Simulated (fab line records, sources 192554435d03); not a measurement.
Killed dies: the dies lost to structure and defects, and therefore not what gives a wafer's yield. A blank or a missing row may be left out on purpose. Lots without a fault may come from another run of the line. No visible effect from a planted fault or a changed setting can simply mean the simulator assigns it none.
Matching of chambers | flow n5-finfet | N5_BEOL_M9_STRIP_19 on rie-diel-01 has 4 sister chambers
The step strips in O2. 16 wafers are shown with their chamber, then 8 later ones without.

== WAFERS PAIRED WITH THEIR CHAMBERS ==
wafer  | chamber | throttle-valve-pct (%) | drypump-motor-current-A (A) | oes-product-au (a.u.)
L074.2 | 0       | 16.27                  | 5.3                         | 0.98
L074.5 | 2       | 16.78                  | 5.5                         | 0.69
L074.6 | 1       | 16.89                  | 5.6                         | 0.70
L077.1 | 1       | 16.90                  | 5.6                         | 0.70
L077.4 | 3       | 16.75                  | 5.5                         | 0.68
L077.6 | 2       | 16.80                  | 5.5                         | 0.69
L081.3 | 3       | 16.76                  | 5.5                         | 0.68
L081.5 | 1       | 16.90                  | 5.6                         | 0.69
L081.6 | 2       | 16.82                  | 5.5                         | 0.68
L082.1 | 0       | 16.30                  | 5.3                         | 0.95
L082.3 | 3       | 16.75                  | 5.5                         | 0.69
L082.6 | 2       | 16.82                  | 5.5                         | 0.68
L084.1 | 0       | 16.31                  | 5.3                         | 0.93
L084.2 | 3       | 16.80                  | 5.5                         | 0.68
L084.5 | 3       | 16.79                  | 5.5                         | 0.69
L087.1 | 3       | 16.80                  | 5.4                         | 0.66

SIGNATURES (means of the wafers above)
reading                 | chamber 0 | chamber 1 | chamber 2 | chamber 3 | scatter within a chamber
throttle-valve-pct      | 16.2933   | 16.8967   | 16.8050   | 16.7750   | 0.0204
drypump-motor-current-A | 5.300     | 5.600     | 5.500     | 5.483     | 0.0264
oes-product-au          | 0.9533    | 0.6967    | 0.6850    | 0.6800    | 0.013
Rule: a wafer lies at a distance from a chamber equal to the root of the sum of squares, over the readings, of (its reading less the chamber's mean, divided by the reading's scatter). If the next closest chamber is less than 2 further off than the closest, the wafer can't be placed; otherwise it belongs to the closest. The scatter: the root of (the sum of the squares of (reading less its chamber's mean) over the shown wafers, divided by (wafers less chambers)).

== WAFERS MISSING THEIR CHAMBER ==
wafer  | throttle-valve-pct (%) | drypump-motor-current-A (A) | oes-product-au (a.u.)
L087.3 | 16.95                  | 5.6                         | 0.67
L087.4 | 16.32                  | 5.2                         | 0.90
L090.1 | 16.81                  | 5.5                         | 0.67
L090.3 | 16.96                  | 5.6                         | 0.69
L090.6 | 16.81                  | 5.5                         | 0.68
L096.1 | 16.46                  | 5.5                         | 0.94
L096.4 | 16.34                  | 5.3                         | 0.89
L096.5 | 16.99                  | 5.6                         | 0.69

== THE CHAMBER EACH PASSED THROUGH ==
wafer  | from the rows above     | in truth
L087.3 | 1                       | 1
L087.4 | 0                       | 0
L090.1 | can't be placed: 2 or 3 | 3
L090.3 | 1                       | 1
L090.6 | can't be placed: 2 or 3 | 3
L096.1 | 0                       | 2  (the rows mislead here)
L096.4 | 0                       | 0
L096.5 | 1                       | 1
Placed correctly: 5 of 8. From these rows, 2 cannot be placed; in 2 the true chamber is one of the candidates. Number placed wrongly: 1.
